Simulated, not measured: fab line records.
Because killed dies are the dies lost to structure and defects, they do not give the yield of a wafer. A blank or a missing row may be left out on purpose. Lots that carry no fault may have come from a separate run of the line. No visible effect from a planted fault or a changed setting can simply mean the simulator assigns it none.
Lot-split experiment :: flow n5 finfet :: 21 wafers read from 7 lots, route of 1938 steps

== SPLIT DETAILS ==
At N5_BEOL_M5_COAT_74 (time 60 s, resist thk 5 nm), the setting spin rpm was moved away from the recipe's 1500 rpm on 4 of the 21 wafers read, by -7.0% to +11.2%. This setting was run at the recipe's value on the other wafers.

== FROM THE SPLIT TO THE READING: what the file shows between them, 3 steps ==
- N5_BEOL_M5_COAT_22: resist thk 30 nm
- N5_BEOL_M5_EBR_24
- N5_BEOL_M5_DESCUM_33: chemistry O2, time 7 s

== THE READING ==
etch.depth nm (the simulator's own value, which no gauge read), in nm, at N5_BEOL_M5_ETCH_75 (etches underlayer in N2/H2, target depth 6.5 nm, time 5.2 s). The file does not state a usual value for it. Average 4.997 nm, standard deviation 0.019 nm, over the 17 wafers here run with the recipe.

wafer: L077.1
tool, chamber at the split: litho track-05, 0
spin rpm as run, rpm: 1500
against the recipe: recipe
etch.depth nm, nm: 5.009
against lot-mates on the recipe: -

wafer: L077.2
tool, chamber at the split: litho track-05, 0
spin rpm as run, rpm: 1500
against the recipe: recipe
etch.depth nm, nm: 5.008
against lot-mates on the recipe: -

wafer: L077.4
tool, chamber at the split: litho track-05, 0
spin rpm as run, rpm: 1500
against the recipe: recipe
etch.depth nm, nm: 5.016
against lot-mates on the recipe: -

wafer: L078.2
tool, chamber at the split: litho track-03, 0
spin rpm as run, rpm: 1500
against the recipe: recipe
etch.depth nm, nm: 4.984
against lot-mates on the recipe: -

wafer: L078.4
tool, chamber at the split: litho track-03, 0
spin rpm as run, rpm: 1410
against the recipe: -6.0%
etch.depth nm, nm: 5.142
against lot-mates on the recipe: +0.156

wafer: L078.5
tool, chamber at the split: litho track-03, 0
spin rpm as run, rpm: 1500
against the recipe: recipe
etch.depth nm, nm: 4.989
against lot-mates on the recipe: -

wafer: L080.1
tool, chamber at the split: litho track-05, 0
spin rpm as run, rpm: 1500
against the recipe: recipe
etch.depth nm, nm: 5.015
against lot-mates on the recipe: -

wafer: L080.2
tool, chamber at the split: litho track-05, 0
spin rpm as run, rpm: 1500
against the recipe: recipe
etch.depth nm, nm: 5.006
against lot-mates on the recipe: -

wafer: L080.5
tool, chamber at the split: litho track-05, 0
spin rpm as run, rpm: 1395
against the recipe: -7.0%
etch.depth nm, nm: 5.193
against lot-mates on the recipe: +0.182

wafer: L096.3
tool, chamber at the split: litho track-05, 0
spin rpm as run, rpm: 1500
against the recipe: recipe
etch.depth nm, nm: 4.999
against lot-mates on the recipe: -

wafer: L096.4
tool, chamber at the split: litho track-05, 0
spin rpm as run, rpm: 1500
against the recipe: recipe
etch.depth nm, nm: 4.999
against lot-mates on the recipe: -

wafer: L096.6
tool, chamber at the split: litho track-05, 0
spin rpm as run, rpm: 1500
against the recipe: recipe
etch.depth nm, nm: 4.996
against lot-mates on the recipe: -

wafer: L090.2
tool, chamber at the split: litho track-05, 0
spin rpm as run, rpm: 1500
against the recipe: recipe
etch.depth nm, nm: 4.97
against lot-mates on the recipe: -

wafer: L090.3
tool, chamber at the split: litho track-05, 0
spin rpm as run, rpm: 1500
against the recipe: recipe
etch.depth nm, nm: 4.955
against lot-mates on the recipe: -

wafer: L090.5
tool, chamber at the split: litho track-05, 0
spin rpm as run, rpm: 1500
against the recipe: recipe
etch.depth nm, nm: 4.957
against lot-mates on the recipe: -

wafer: L097.1
tool, chamber at the split: litho track-02, 0
spin rpm as run, rpm: 1668
against the recipe: +11.2%
etch.depth nm, nm: 4.747
against lot-mates on the recipe: -0.266

wafer: L097.2
tool, chamber at the split: litho track-02, 0
spin rpm as run, rpm: 1668
against the recipe: +11.2%
etch.depth nm, nm: 4.753
against lot-mates on the recipe: -0.260

wafer: L097.5
tool, chamber at the split: litho track-02, 0
spin rpm as run, rpm: 1500
against the recipe: recipe
etch.depth nm, nm: 5.013
against lot-mates on the recipe: -

wafer: L092.3
tool, chamber at the split: litho track-02, 0
spin rpm as run, rpm: 1500
against the recipe: recipe
etch.depth nm, nm: 5.006
against lot-mates on the recipe: -

wafer: L092.4
tool, chamber at the split: litho track-02, 0
spin rpm as run, rpm: 1500
against the recipe: recipe
etch.depth nm, nm: 5.006
against lot-mates on the recipe: -

wafer: L092.6
tool, chamber at the split: litho track-02, 0
spin rpm as run, rpm: 1500
against the recipe: recipe
etch.depth nm, nm: 5.023
against lot-mates on the recipe: -

FIT RESULTS
A straight line over all 21 wafers: etch.depth nm changes by -0.0232 nm for each +1% of spin rpm; r = -0.98; the points scatter about the line by 0.02 nm.
The same after taking each lot's own level away (the mean of its wafers on the recipe; 21 wafers): -0.0242 nm for each +1%; r = -1.00; scatter 0.0064 nm.
The reading moves by 0.27 nm for the largest change in spin rpm, on that fit.
The lots' own levels span 4.9607 to 5.0130 nm, that is 2.7 times the standard deviation above.
Hence the lot-to-lot level has little effect on the slope; both slopes agree.
Check: -0.271 nm against its lot-mates is what the line predicts for one of the wafers moved furthest among these (+11.2%) when that wafer is left out of the fit. It came out at -0.266 nm against them.

== THESE WAFERS: OTHER SPLITS ==
Note: prior to the reading, these wafers also went through further splits. Each is held against what the fit with the lots' levels taken away leaves over:
other split on the same wafers: N5_BEOL_M1_PECVD_72 time s
wafers away from the commonest value: 7
r with etch.depth nm (lot level and that fit taken away): -0.48

other split on the same wafers: N5_BEOL_M1_HM_DEP_02 target thk a
wafers away from the commonest value: 7
r with etch.depth nm (lot level and that fit taken away): -0.04

other split on the same wafers: N5_BEOL_M2_DESCUM_16 time s
wafers away from the commonest value: 6
r with etch.depth nm (lot level and that fit taken away): +0.21

other split on the same wafers: N5_BEOL_M2_COAT_68 spin rpm
wafers away from the commonest value: 7
r with etch.depth nm (lot level and that fit taken away): -0.22

other split on the same wafers: N5_BEOL_M3_COAT_76 spin rpm
wafers away from the commonest value: 6
r with etch.depth nm (lot level and that fit taken away): +0.07

other split on the same wafers: N5_BEOL_M4_ETCH_64 bias w
wafers away from the commonest value: 7
r with etch.depth nm (lot level and that fit taken away): +0.05

other split on the same wafers: N5_BEOL_M5_ETCH_62 source w
wafers away from the commonest value: 10
r with etch.depth nm (lot level and that fit taken away): -0.16

== FILE'S OWN FIT ==
etch.depth nm changes by -0.0245 nm for each +1% of spin rpm, r = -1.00.
